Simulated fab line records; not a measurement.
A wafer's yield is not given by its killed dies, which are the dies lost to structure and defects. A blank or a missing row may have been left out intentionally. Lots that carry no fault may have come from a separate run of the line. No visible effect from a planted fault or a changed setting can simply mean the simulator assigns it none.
fab line records | flow nandHarc
record: lots: 24 wafers: 72 lastDay: 35
route steps=1302 shown A_STAIRCASE@708
lots that met no fault: from a run of the same line without faults
startH: start of the lot's first displayed wafer, in hours after the record's first day | waitH: hours elapsed since this lot's preceding step | " identical to the entry in the row above | L1.1+2: a row that stands for several wafers | - either no value or no given start | * or withheld: withheld | < > ~ a bound
route shown NAME@n: NAME is a module with steps in the file, n the number in the route of the first one | usual: mean/standard deviation of fault-free wafers | same: alike in all rows | chamber/n: place in a boat | sites: per-site readings | _std_site: standard deviation across them | _edge_site: mean of outer sites minus mean of inner sites | radiusMm: how far each site lies from the wafer's centre | mask NAME#n: copy n | behind: the most recent tool/chamber to have shaped the wafer | hold: the reason the lot was held/the length of the hold in hours/how it ended | device: which transistor (n, p or np) failed to switch | end of line: at the end of the route, the tests of the same wafers | step lacking rows: just its recipe | killed: not the wafer's yield, but the dies lost to structure and defects at the first sort | map: the dies of a wafer, with x for killed, . for not killed, _ for no die there
set.NAME: setting as actually run; set.NAME@STEP: the setting as run at that earlier step | model.NAME: the simulator's own value behind a step, which no gauge read
one table for each step of the route and one row for each wafer, over a sample of lots
services: from which hour (startH, from the record's first day; less than 0 if before it) a tool's chamber was out of use, for how many hours, and why
== steps ==
step: NHARC_A_STAIRCASE_ETCH_194
recipe: targetDepthA: 1000 timeS: 40.5 ionEnergyEv: 400 c4f8FlowSccm: 20 o2FlowSccm: 10 arFlowSccm: withheld rfW: 600 biasW: 1000 chemistry: C4F8/O2
usual: oesProductAu: 0.943/0.0089 rfVppV: 894/5.4
columns lot.wafer tool chamber startH waitH oesProductAu rfHoursCounterH rfVppV
L074.3 rieDiel-07 0 - - 0.950 23 903
L074.2 " 1 " " 0.940 23 893
L074.6 " 0 " " 0.955 - 905
L075.1 rieDiel-10 1 - - 0.955 38 892
L075.5 " 2 " " 0.943 - 888
L075.4 " 0 " " 0.932 - 897
L077.4 rieDiel-04 3 - - 0.944 8 899
L077.3 " 0 " " 0.942 9 905
L077.6 " 2 " " 0.932 - 893
L076.4 rieDiel-07 1 - - 0.937 35 893
L076.1 " 2 " " 0.948 32 895
L076.3 " 0 " " 0.944 34 904
L078.1 rieDiel-04 1 - - 0.941 11 889
L078.4 " 0 " " 0.937 13 905
L078.6 " 2 " " 0.953 - 893
L079.2 rieDiel-04 2 - - 0.938 10 894
L079.4 " 3 " " 0.939 12 898
L079.1 " 0 " " 0.939 13 905
L080.4 rieDiel-07 0 - - 0.942 - 904
L080.6 " 1 " " 0.927 - 893
L080.5 " 2 " " 0.932 - 894
L082.4 rieDiel-04 3 - - 0.943 21 899
L082.1 " 0 " " 0.937 21 904
L082.2 " 2 " " 0.963 17 892
L081.2 rieDiel-04 0 - - 0.939 24 905
L081.5 " 3 " " 0.938 - 898
L081.6 " 0 " " 0.945 - 904
L083.4 rieDiel-04 0 - - 0.947 29 903
L083.2 " 1 " " 0.944 24 888
L083.3 " 2 " " 0.942 23 892
L084.3 rieDiel-07 1 - - 0.960 57 892
L084.1 " 2 " " 0.936 58 893
L084.5 " 2 " " 0.940 - 894
L085.2 rieDiel-04 1 - - 0.957 37 888
L085.3 " 3 " " 0.935 35 898
L085.6 " 1 " " 0.960 - 887
L086.4 rieDiel-04 1 - - 0.939 39 887
L086.3 " 3 " " 0.939 38 898
L086.5 " 1 " " 0.954 - 889
L087.4 rieDiel-07 3 - - 0.955 2 891
L087.2 " 1 " " 0.932 2 894
L087.5 " 2 " " 0.937 - 893
L089.2 rieDiel-04 1 - - 0.945 46 888
L089.1 " 2 " " 0.959 48 892
L089.3 " 0 " " 0.944 48 904
L088.1 rieDiel-10 0 - - 0.951 23 894
L088.4 " 2 " " 0.940 - 889
L088.5 " 0 " " 0.941 - 895
L090.1 rieDiel-04 0 - - 0.948 53 904
L090.6 " 3 " " 0.941 - 899
L090.5 " 0 " " 0.947 - 904
L091.4 rieDiel-10 3 533.08 - 0.935 26 891
L091.3 " 1 " " 0.933 33 891
L091.6 " 0 " " 0.938 - 895
L092.1 rieDiel-10 1 - - 0.930 33 890
L092.3 " 3 " " 0.930 26 892
L092.6 " 1 " " 0.937 - 891
L094.4 rieDiel-04 2 - - 0.954 2 892
L094.6 " 0 " " 0.954 - 904
L094.5 " 1 " " 0.957 - 886
L093.3 rieDiel-10 1 - - 0.935 44 891
L093.5 " 0 " " 0.935 - 895
L093.6 " 1 " " 0.938 - 890
L096.3 rieDiel-10 3 - - 0.949 41 889
L096.1 " 0 " " 0.939 46 894
L096.2 " 1 " " 0.940 50 889
L095.2 rieDiel-10 3 - - 0.958 44 891
L095.1 " 0 " " 0.949 49 895
L095.5 " 3 " " 0.945 - 892
L097.2 rieDiel-07 2 - - 0.930 35 893
L097.3 " 3 " " 0.936 38 890
L097.5 " 2 " " 0.922 - 893
step: NHARC_A_STAIRCASE_ETCH_201
recipe: targetDepthA: 1000 timeS: 40.5 ionEnergyEv: 400 c4f8FlowSccm: 20 o2FlowSccm: 10 arFlowSccm: withheld rfW: 600 biasW: 1000 chemistry: C4F8/O2
usual: oesProductAu: 0.946/0.0099 rfVppV: 894/5.3
columns lot.wafer tool chamber startH waitH oesProductAu rfHoursCounterH rfVppV
L074.2 rieDiel-10 2 - - 0.951 32 889
L074.3 " 1 " " 0.954 37 891
L074.6 " 1 " " 0.940 - 892
L075.1 rieDiel-07 2 - - 0.936 26 894
L075.5 " 2 " " 0.953 - 895
L075.4 " 1 " " 0.951 - 894
L077.3 rieDiel-04 0 - - 0.943 10 904
L077.4 " 2 " " 0.949 6 893
L077.6 " 3 " " 0.943 - 897
L076.4 rieDiel-07 0 - - 0.943 34 904
L076.1 " 1 " " 0.946 35 892
L076.3 " 3 " " 0.951 33 891
L078.4 rieDiel-04 1 - - 0.939 11 888
L078.1 " 0 " " 0.945 14 904
L078.6 " 2 " " 0.934 - 892
L079.4 rieDiel-04 0 - - 0.933 14 904
L079.2 " 1 " " 0.941 11 887
L079.1 " 2 " " 0.956 10 892
L080.4 rieDiel-10 1 - - 0.943 52 892
L080.5 " 1 " " 0.951 - 892
L080.6 " 2 " " 0.957 - 889
L082.2 rieDiel-04 1 - - 0.930 17 887
L082.1 " 2 " " 0.923 17 894
L082.4 " 3 " " 0.935 21 897
L081.2 rieDiel-10 1 - - 0.953 1 892
L081.5 " 1 " " 0.942 - 892
L081.6 " 2 " " 0.943 - 887
L083.3 rieDiel-04 0 - - 0.940 29 903
L083.4 " 1 " " 0.935 25 889
L083.2 " 3 " " 0.943 27 897
L084.3 rieDiel-07 3 - - 0.971 57 892
L084.1 " 0 " " 0.963 59 902
L084.5 " 2 " " 0.941 - 894
L085.3 rieDiel-04 3 - - 0.953 36 899
L085.2 " 0 " " 0.937 38 903
L085.6 " 0 " " 0.941 - 904
L086.4 rieDiel-10 1 - - 0.936 14 891
L086.3 " 0 " " 0.932 15 896
L086.5 " 2 " " 0.962 - 887
L087.4 rieDiel-07 2 - - 0.945 3 894
L087.2 " 3 " " 0.946 2 889
L087.5 " 2 " " 0.946 - 895
L089.2 rieDiel-04 0 - - 0.935 48 904
L089.3 " 1 " " 0.946 46 888
L089.1 " 2 " " 0.946 48 894
L088.4 rieDiel-07 3 - - 0.950 6 891
L088.1 " 1 " " 0.948 5 893
L088.5 " 2 " " 0.961 - 893
L090.1 rieDiel-04 1 - - 0.946 51 887
L090.6 " 0 " " 0.945 - 903
L090.5 " 1 " " 0.949 - 887
L091.3 rieDiel-10 1 - - 0.933 34 890
L091.4 " 3 " " 0.949 26 890
L091.6 " 0 " " 0.946 - 896
L092.3 rieDiel-07 1 - - 0.936 13 893
L092.1 " 2 " " 0.938 15 893
L092.6 " 1 " " 0.950 - 892
L094.4 rieDiel-04 2 - - 0.934 3 892
L094.5 " 0 " " 0.952 - 903
L094.6 " 1 " " 0.943 - 887
L093.3 rieDiel-04 3 - - 0.950 4 899
L093.5 " 3 " " 0.950 - 899
L093.6 " 0 " " 0.971 - 904
L096.1 rieDiel-10 3 - - 0.951 42 890
L096.3 " 1 " " 0.936 50 890
L096.2 " 2 " " 0.936 47 888
L095.2 rieDiel-10 2 - - 0.951 50 888
L095.1 " 3 " " 0.941 44 890
L095.5 " 3 " " 0.947 - 890
L097.2 rieDiel-07 3 - - 0.945 38 891
L097.3 " 0 " " 0.955 29 902
L097.5 " 3 " " 0.947 - 890
step: NHARC_A_STAIRCASE_ETCH_227
recipe: targetDepthA: 1000 timeS: 40.5 ionEnergyEv: 400 c4f8FlowSccm: 20 o2FlowSccm: 10 arFlowSccm: withheld rfW: 600 biasW: 1000 chemistry: C4F8/O2
usual: oesProductAu: 0.944/0.0081 rfVppV: 894/4.9
columns lot.wafer tool chamber startH waitH oesProductAu rfHoursCounterH rfVppV
L074.3 rieDiel-07 0 - - 0.947 29 903
L074.2 " 2 " " 0.949 25 894
L074.6 " 0 " " 0.934 - 902
L075.1 rieDiel-10 1 - - 0.941 39 893
L075.4 " 2 " " 0.940 - 888
L075.5 " 0 " " 0.940 - 896
L077.3 rieDiel-10 2 - - 0.936 40 887
L077.4 " 1 " " 0.963 - 892
L077.6 " 0 " " 0.944 - 896
L076.1 rieDiel-07 2 - - 0.947 34 895
L076.3 " 0 " " 0.951 36 902
L076.4 " 1 " " 0.933 37 892
L078.4 rieDiel-10 2 - - 0.940 43 889
L078.1 " 0 " " 0.947 48 896
L078.6 " 2 " " 0.931 - 887
L079.1 rieDiel-04 0 - - 0.947 16 904
L079.4 " 1 " " 0.956 13 889
L079.2 " 2 " " 0.960 12 893
L080.4 rieDiel-10 2 - - 0.948 50 890
L080.6 " 3 " " 0.950 - 892
L080.5 " 0 " " 0.956 - 896
L082.2 rieDiel-07 1 - - 0.943 49 894
L082.1 " 0 " " 0.942 51 902
L082.4 " 0 " " 0.949 - 902
L081.2 rieDiel-10 2 - - 0.956 1 888
L081.5 " 1 " " 0.937 - 892
L081.6 " 2 " " 0.946 - 889
L083.4 rieDiel-04 3 - - 0.933 28 898
L083.2 " 0 " " 0.946 30 904
L083.3 " 1 " " 0.938 26 887
L084.1 rieDiel-07 2 - - 0.943 60 895
L084.3 " 3 " " 0.946 58 892
L084.5 " 2 " " 0.948 - 893
L085.3 rieDiel-04 2 - - 0.965 37 891
L085.2 " 3 " " 0.949 37 899
L085.6 " 1 " " 0.946 - 888
L086.3 rieDiel-04 0 - - 0.947 40 904
L086.4 " 1 " " 0.939 41 887
L086.5 " 3 " " 0.951 - 897
L087.2 rieDiel-07 1 - - 0.949 3 893
L087.4 " 2 " " 0.945 3 894
L087.5 " 3 " " 0.936 - 891
L089.1 rieDiel-10 0 - - 0.952 24 896
L089.3 " 2 " " 0.944 17 888
L089.2 " 3 " " 0.925 16 891
L088.1 rieDiel-07 3 - - 0.946 7 890
L088.4 " 0 " " 0.956 7 902
L088.5 " 3 " " 0.949 - 892
L090.1 rieDiel-07 3 - - 0.935 12 890
L090.5 " 3 " " 0.941 - 891
L090.6 " 0 " " 0.944 - 901
L092.1 rieDiel-07 1 - - 0.939 16 894
L092.3 " 2 " " 0.938 18 893
L092.6 " 0 " " 0.953 - 900
L091.3 rieDiel-10 3 - - 0.931 30 892
L091.4 " 1 " " 0.953 39 890
L091.6 " 3 " " 0.937 - 891
L094.4 rieDiel-10 1 - - 0.928 45 892
L094.6 " 0 " " 0.946 - 896
L094.5 " 1 " " 0.933 - 891
L093.3 rieDiel-04 0 - - 0.943 4 904
L093.6 " 3 " " 0.947 - 897
L093.5 " 0 " " 0.934 - 902
L096.1 rieDiel-10 3 - - 0.942 44 890
L096.2 " 0 " " 0.938 49 895
L096.3 " 2 " " 0.944 49 888
L095.1 rieDiel-10 2 - - 0.944 51 887
L095.2 " 0 " " 0.946 50 894
L095.5 " 3 " " 0.943 - 890
L097.3 rieDiel-04 0 - - 0.937 22 902
L097.2 " 2 " " 0.944 24 890
L097.5 " 3 " " 0.953 - 899
step: NHARC_A_STAIRCASE_TRIM_231
recipe: timeS: 211.2 o2FlowSccm: 500 arFlowSccm: 0 biasW: 0 chemistry: O2
usual: drypumpMotorCurrentA: 5.8/0.52 oesProductAu: 1.001/0.0066 rfVppV: 57.6/0.84 showerheadPlenumPTorr: 3.47/0.13 throttleValvePct: 17.036/0.0099
columns lot.wafer tool chamber startH waitH drypumpMotorCurrentA oesProductAu rfHoursCounterH rfVppV showerheadPlenumPTorr throttleValvePct
L074.2 rieDiel-04 2 - - 5.8 1.009 0 57.9 3.46 17.033
L074.3 " 3 " " 6.2 0.998 0 57.6 3.61 17.038
L074.6 " 2 " " 5.8 1.008 - 57.8 3.46 17.016
L075.1 rieDiel-10 0 - - 6.3 1.005 40 57.3 3.54 17.034
L075.5 " 1 " " 5.2 0.996 - 57.6 3.42 17.032
L075.4 " 0 " " 6.3 1.001 - 56.9 3.54 17.033
L077.3 rieDiel-04 2 - - 5.8 1.004 8 56.1 3.45 17.034
L077.4 " 3 " " 6.2 1.007 10 59.2 3.60 17.038
L077.6 " 1 " " 5.0 1.006 - 56.8 3.31 17.024
L076.3 rieDiel-10 2 - - 5.9 1.006 40 57.0 3.33 17.031
L076.4 " 3 " " 5.6 1.002 22 57.3 3.41 17.016
L076.1 " 0 " " 6.3 1.004 43 58.7 3.54 17.025
L078.1 rieDiel-10 0 - - 6.3 1.005 48 59.7 3.53 17.026
L078.4 " 1 " " 5.2 1.007 48 58.0 3.41 17.048
L078.6 " 3 " " 5.6 1.013 - 56.6 3.40 17.043
L079.2 rieDiel-10 2 - - 5.9 1.001 44 58.9 3.33 17.041
L079.4 " 3 " " 5.6 1.015 28 56.7 3.40 17.046
L079.1 " 0 " " 6.3 1.008 49 56.4 3.53 17.059
L080.4 rieDiel-10 0 - - 6.3 0.995 53 57.5 3.53 17.045
L080.5 " 1 " " 5.2 1.001 - 57.1 3.41 17.028
L080.6 " 2 " " 6.0 1.007 - 55.9 3.33 17.034
L082.4 rieDiel-04 3 - - 6.2 0.988 22 57.1 3.59 17.024
L082.1 " 0 " " 4.6 0.979 22 59.0 3.76 17.021
L082.2 " 1 " " 4.9 0.999 18 58.5 3.31 17.040
L081.2 rieDiel-04 2 - - 5.8 1.009 20 58.4 3.44 17.046
L081.5 " 3 " " 6.2 0.995 - 58.2 3.59 17.039
L081.6 " 0 " " 4.7 0.991 - 58.1 3.76 17.025
L083.4 rieDiel-04 1 - - 4.9 1.002 26 58.1 3.31 17.033
L083.3 " 2 " " 5.8 0.995 24 57.3 3.44 17.028
L083.2 " 3 " " 6.2 1.003 28 58.9 3.59 17.021
L084.1 rieDiel-07 0 - - 6.5 1.006 62 57.6 3.71 17.035
L084.3 " 2 " " 5.9 1.004 63 57.1 3.48 17.048
L084.5 " 0 " " 6.5 1.007 - 58.5 3.71 17.039
L085.3 rieDiel-10 0 - - 6.3 1.008 14 59.2 3.52 17.041
L085.2 " 1 " " 5.2 0.994 13 57.2 3.40 17.037
L085.6 " 0 " " 6.3 1.006 - 57.2 3.52 17.029
L086.4 rieDiel-04 3 - - 6.2 0.993 39 56.8 3.59 17.027
L086.3 " 1 " " 5.0 1.006 41 58.3 3.30 17.022
L086.5 " 3 " " 6.2 0.996 - 57.7 3.59 17.054
L087.2 rieDiel-07 0 - - 6.5 0.991 3 57.7 3.70 17.038
L087.4 " 1 " " 5.7 0.993 3 58.3 3.44 17.039
L087.5 " 2 " " 5.9 0.991 - 58.1 3.48 17.040
L089.1 rieDiel-10 1 - - 5.2 0.989 24 57.7 3.40 17.045
L089.3 " 2 " " 6.0 1.007 18 57.1 3.32 17.036
L089.2 " 3 " " 5.5 0.995 16 58.1 3.39 17.046
L088.1 rieDiel-07 0 - - 6.5 0.996 7 57.7 3.70 17.050
L088.4 " 2 " " 5.9 0.992 7 57.2 3.47 17.039
L088.5 " 3 " " 6.1 0.994 - 58.0 3.39 17.029
L090.1 rieDiel-07 0 - - 6.5 1.009 11 56.9 3.70 17.050
L090.5 " 0 " " 6.5 1.005 - 57.3 3.70 17.028
L090.6 " 1 " " 5.7 1.004 - 56.5 3.44 17.045
L092.1 rieDiel-07 0 - - 6.5 1.012 18 58.0 3.70 17.049
L092.3 " 1 " " 5.7 1.000 16 57.8 3.44 17.031
L092.6 " 0 " " 6.5 1.006 - 57.9 3.70 17.038
L091.3 rieDiel-10 2 - - 6.0 1.005 35 57.0 3.31 17.047
L091.4 " 3 " " 5.5 0.997 30 56.8 3.38 17.043
L091.6 " 3 " " 5.6 0.996 - 57.4 3.38 17.039
L094.4 rieDiel-07 3 - - 6.2 1.012 23 58.3 3.38 17.007
L094.6 " 3 " " 6.1 1.002 - 58.2 3.38 17.034
L094.5 " 0 " " 6.5 1.002 - 57.8 3.69 17.046
L093.3 rieDiel-04 3 - - 6.2 1.003 4 58.3 3.57 17.030
L093.5 " 1 " " 4.9 1.004 - 57.0 3.29 17.047
L093.6 " 2 " " 5.8 0.995 - 56.5 3.42 17.043
L096.1 rieDiel-04 2 - - 5.8 1.004 12 57.0 3.42 17.027
L096.2 " 3 " " 6.2 1.007 11 58.8 3.57 17.036
L096.3 " 0 " " 4.7 1.000 11 58.6 3.73 17.035
L095.2 rieDiel-07 3 - - 6.1 0.998 33 56.8 3.37 17.044
L095.1 " 0 " " 6.5 0.996 24 57.9 3.69 17.030
L095.5 " 2 " " 5.9 0.999 - 57.1 3.46 17.039
L097.2 rieDiel-07 2 - - 5.9 0.993 38 56.5 3.46 17.046
L097.3 " 0 " " 6.5 0.993 34 56.5 3.69 17.042
L097.5 " 2 " " 5.9 1.003 - 56.5 3.46 17.036
step: NHARC_A_STAIRCASE_DESCUM_252
recipe: timeS: 3 o2FlowSccm: 200 arFlowSccm: 0 biasPowerW: 0 chemistry: O2
usual: drypumpMotorCurrentA: 5.6/0.58 oesProductAu: 1.002/0.0078 rfVppV: 57.7/0.9 showerheadPlenumPTorr: 1.89/0.085 throttleValvePct: 11.310/0.0091
columns lot.wafer tool chamber startH waitH drypumpMotorCurrentA oesProductAu rfHoursCounterH rfVppV showerheadPlenumPTorr throttleValvePct
L074.3 rieDiel-10 2 367.48 - 6.0 0.999 33 58.5 1.80 11.313
L074.2 " 1 " " 5.2 1.016 38 57.5 1.85 11.311
L074.6 " 1 " " 5.2 1.015 - 56.4 1.85 11.328
L075.1 rieDiel-10 0 373.43 - 6.3 1.002 41 58.8 1.92 11.301
L075.5 " 0 " " 6.3 1.000 - 57.3 1.92 11.314
L075.4 " 2 " " 5.9 1.016 - 57.2 1.80 11.314
L077.4 rieDiel-04 0 393.48 - 4.6 1.000 12 59.2 2.05 11.299
L077.3 " 3 " " 6.2 0.996 11 58.5 1.96 11.285
L077.6 " 1 " " 4.9 1.007 - 56.8 1.79 11.316
L076.1 rieDiel-07 1 394.25 - 5.7 1.011 38 56.5 1.87 11.307
L076.4 " 3 " " 6.1 1.003 35 56.7 1.84 11.292
L076.3 " 0 " " 6.5 0.999 37 57.4 2.03 11.306
L078.4 rieDiel-04 1 403.58 - 4.9 1.005 13 57.3 1.79 11.305
L078.1 " 2 " " 5.8 0.996 12 56.8 1.87 11.309
L078.6 " 3 " " 6.2 1.002 - 58.3 1.95 11.298
L079.4 rieDiel-07 3 404.21 - 6.1 0.999 41 57.8 1.84 11.315
L079.2 " 1 " " 5.7 1.008 41 55.8 1.87 11.306
L079.1 " 2 " " 5.9 1.000 40 58.5 1.89 11.294
L080.4 rieDiel-04 0 419.85 - 4.6 0.995 20 58.6 2.05 11.296
L080.5 " 0 " " 4.6 0.998 - 58.9 2.05 11.317
L080.6 " 1 " " 4.9 0.993 - 58.0 1.79 11.307
L082.2 rieDiel-10 0 430.81 - 6.3 1.004 0 56.2 1.92 11.319
L082.4 " 1 " " 5.2 0.992 0 58.9 1.85 11.314
L082.1 " 2 " " 6.0 0.997 0 56.7 1.80 11.303
L081.2 rieDiel-10 1 441.52 - 5.2 0.996 2 56.8 1.84 11.311
L081.6 " 2 " " 5.9 1.017 - 57.5 1.80 11.300
L081.5 " 3 " " 5.5 0.996 - 57.0 1.84 11.301
L083.2 rieDiel-10 2 453.86 - 5.9 1.019 4 57.3 1.80 11.297
L083.3 " 3 " " 5.6 1.000 4 56.6 1.84 11.307
L083.4 " 1 " " 5.2 0.996 4 58.3 1.84 11.302
L084.1 rieDiel-07 2 463.23 - 5.9 0.983 64 57.1 1.88 11.287
L084.3 " 0 " " 6.5 1.006 63 58.4 2.02 11.292
L084.5 " 2 " " 5.9 0.999 - 57.8 1.88 11.314
L085.3 rieDiel-04 1 475.54 - 4.9 1.001 40 56.5 1.78 11.310
L085.2 " 3 " " 6.2 1.002 38 57.9 1.95 11.291
L085.6 " 2 " " 5.7 1.001 - 56.7 1.86 11.315
L086.3 rieDiel-07 2 480.98 - 5.9 0.995 0 57.8 1.88 11.293
L086.4 " 0 " " 6.5 1.000 0 58.2 2.02 11.311
L086.5 " 3 " " 6.1 0.993 - 57.4 1.83 11.296
L087.4 rieDiel-10 3 501.05 - 5.6 1.007 16 57.0 1.83 11.313
L087.2 " 1 " " 5.2 0.991 21 57.9 1.84 11.312
L087.5 " 3 " " 5.5 1.006 - 57.8 1.83 11.308
L089.1 rieDiel-04 3 511.97 - 6.2 0.992 52 57.5 1.94 11.316
L089.3 " 0 " " 4.6 0.994 50 58.6 2.04 11.315
L089.2 " 1 " " 4.9 0.993 48 56.0 1.78 11.326
L088.4 rieDiel-04 3 512.97 - 6.2 0.995 52 59.3 1.94 11.297
L088.1 " 2 " " 5.8 1.009 52 57.0 1.85 11.314
L088.5 " 3 " " 6.2 1.010 - 57.2 1.94 11.304
L090.1 rieDiel-04 1 529.22 - 4.9 1.002 53 59.0 1.78 11.318
L090.5 " 0 " " 4.6 0.992 - 58.8 2.04 11.297
L090.6 " 1 " " 4.9 0.996 - 56.0 1.78 11.313
L092.3 rieDiel-04 3 541.74 - 6.2 1.002 0 57.3 1.94 11.305
L092.1 " 1 " " 4.9 1.002 0 57.7 1.78 11.323
L092.6 " 3 " " 6.2 1.008 - 57.8 1.94 11.284
L091.3 rieDiel-04 1 542.55 - 4.9 1.024 0 57.4 1.78 11.310
L091.6 " 3 " " 6.2 1.005 - 57.6 1.94 11.315
L091.4 " 0 " " 4.6 1.018 - 58.7 2.04 11.315
L094.4 rieDiel-04 3 559.24 - 6.2 1.001 5 56.0 1.94 11.317
L094.5 " 2 " " 5.7 0.997 - 58.2 1.85 11.318
L094.6 " 3 " " 6.2 0.997 - 58.0 1.94 11.301
L093.3 rieDiel-04 1 560.22 - 4.9 1.019 5 57.8 1.77 11.312
L093.5 " 2 " " 5.8 1.010 - 58.2 1.85 11.293
L093.6 " 3 " " 6.2 1.008 - 57.4 1.94 11.315
L096.1 rieDiel-10 3 579.80 - 5.5 0.991 45 57.1 1.83 11.331
L096.2 " 0 " " 6.3 0.997 50 58.2 1.90 11.298
L096.3 " 2 " " 5.9 1.002 50 57.5 1.78 11.323
L095.2 rieDiel-10 3 583.90 - 5.6 1.000 45 56.5 1.83 11.318
L095.1 " 2 " " 6.0 1.005 51 57.6 1.78 11.300
L095.5 " 3 " " 5.6 1.011 - 57.2 1.83 11.322
L097.3 rieDiel-07 3 607.19 - 6.1 1.005 44 57.3 1.82 11.313
L097.2 " 2 " " 5.9 0.980 39 57.8 1.87 11.304
L097.5 " 0 " " 6.5 1.002 - 58.6 2.01 11.303
step: NHARC_A_STAIRCASE_ALD_415
recipe: targetThkA: 300 pulseTimeS: 6 aldCycles: 300 tempC: 300 material: SiO2
usual: heaterPowerOuterW: 266/30 heaterPowerW: 478/45 precursorPulseHeightRel: 0.999/0.019
columns lot.wafer tool chamber startH waitH heaterPowerOuterW heaterPowerW precursorPulseHeightRel
L074.3 aldHk-02 2 392.59 0.3 278 544 0.988
L074.2 " 3 " " 261 447 1.012
L074.6 " 2 " " 277 531 0.995
L075.4 aldHk-01 3 400.45 0.3 245 459 1.008
L075.1 " 0 " " 237 454 0.990
L075.5 " 3 " " 261 456 1.013
L077.4 aldHk-03 0 413.08 0.3 238 427 1.017
L077.3 " 2 " " 280 520 1.028
L077.6 " 0 " " 237 433 1.021
L076.3 aldHk-02 3 413.72 0.3 263 451 1.024
L076.1 " 0 " " 308 496 1.001
L076.4 " 1 " " 241 470 0.991
L078.4 aldHk-01 0 421.58 0.3 240 441 0.980
L078.1 " 1 " " 318 564 1.007
L078.6 " 3 " " 259 464 1.001
L079.4 aldHk-01 2 424.35 0.1 246 445 1.001
L079.2 " 3 " " 249 459 0.979
L079.1 " 0 " " 234 445 1.003
L080.4 aldHk-01 1 442.17 0.5 317 566 0.988
L080.6 " 3 " " 255 441 0.976
L080.5 " 0 " " 234 451 0.997
L082.4 aldHk-02 1 453.10 0.1 250 460 0.984
L082.2 " 3 " " 257 451 0.965
L082.1 " 0 " " 303 504 0.974
L081.2 aldHk-01 3 464.43 0.8 258 446 0.996
L081.5 " 0 " " 237 449 1.049
L081.6 " 1 " " 324 595 0.983
L083.4 aldHk-03 0 477.78 0.1 235 422 1.000
L083.2 " 1 " " 310 531 0.997
L083.3 " 3 " " 241 428 0.985
L084.1 aldHk-03 2 486.61 1.4 273 520 1.017
L084.3 " 0 " " 242 426 1.022
L084.5 " 2 " " 273 522 0.941
L085.3 aldHk-02 3 495.66 0.3 260 458 0.972
L085.2 " 1 " " 249 469 1.015
L085.6 " 2 " " 282 526 1.019
L086.4 aldHk-02 2 498.31 0.5 283 524 0.986
L086.3 " 3 " " 262 442 0.998
L086.5 " 1 " " 243 473 0.988
L087.2 aldHk-01 3 518.77 0.3 250 441 0.987
L087.4 " 0 " " 232 448 1.000
L087.5 " 3 " " 246 446 1.015
L089.2 aldHk-01 3 531.07 0.1 249 446 0.991
L089.3 " 1 " " 321 567 1.022
L089.1 " 2 " " 259 449 0.991
L088.1 aldHk-03 0 532.57 0.3 232 423 1.020
L088.4 " 2 " " 275 513 1.047
L088.5 " 3 " " 241 431 1.010
L090.1 aldHk-03 0 550.56 0.5 231 432 1.002
L090.5 " 2 " " 275 517 0.985
L090.6 " 3 " " 239 433 0.979
L092.1 aldHk-03 2 559.96 0.1 277 516 1.017
L092.3 " 1 " " 309 512 1.034
L092.6 " 3 " " 244 433 1.008
L091.4 aldHk-01 0 560.73 0.1 235 457 0.992
L091.3 " 2 " " 247 442 0.991
L091.6 " 1 " " 324 568 0.956
L094.4 aldHk-03 1 579.36 1.8 328 531 0.980
L094.5 " 1 " " 320 550 0.993
L094.6 " 2 " " 274 511 0.964
L093.3 aldHk-02 3 581.92 0.5 264 450 1.000
L093.5 " 1 " " 234 451 1.023
L093.6 " 2 " " 269 522 0.991
L096.3 aldHk-03 1 600.10 0.1 329 550 1.022
L096.1 " 2 " " 276 498 1.027
L096.2 " 3 " " 241 420 0.992
L095.1 aldHk-01 0 610.84 0.1 229 454 0.959
L095.2 " 1 " " 312 568 1.005
L095.5 " 1 " " 315 563 1.005
L097.3 aldHk-02 2 630.35 0.3 274 511 1.035
L097.2 " 0 " " 311 509 0.992
L097.5 " 2 " " 280 509 1.005
== services ==
columns tool chamber startH hours kind
rieDiel-04 0 336.58 - clean
rieDiel-04 1 336.58 - clean
rieDiel-10 2 348.90 2.8 repair
aldHk-02 - 349.63 10.0 pm
rieDiel-04 - 355.41 9.0 pm
rieDiel-07 0 364.85 8.3 repair
rieDiel-10 0 379.77 7.1 repair
aldHk-03 - 391.20 10.0 pm
rieDiel-07 1 408.63 3.9 repair
rieDiel-07 3 411.93 19.5 repair
rieDiel-10 - 419.56 9.0 pm
rieDiel-07 - 468.92 0.6 repair
rieDiel-07 - 471.23 9.0 pm
aldHk-01 - 475.62 10.0 pm
rieDiel-04 0 488.14 4.4 repair
rieDiel-04 1 492.65 4.0 repair
aldHk-02 - 527.63 10.0 pm
rieDiel-04 - 532.41 9.0 pm
rieDiel-07 - 550.42 0.9 repair
rieDiel-07 0 562.55 12.0 repair
aldHk-03 - 569.36 10.0 pm
aldHk-03 - 590.78 1.5 repair
rieDiel-10 - 596.59 9.0 pm
aldHk-02 - 604.70 1.6 repair
== key ==
fault none
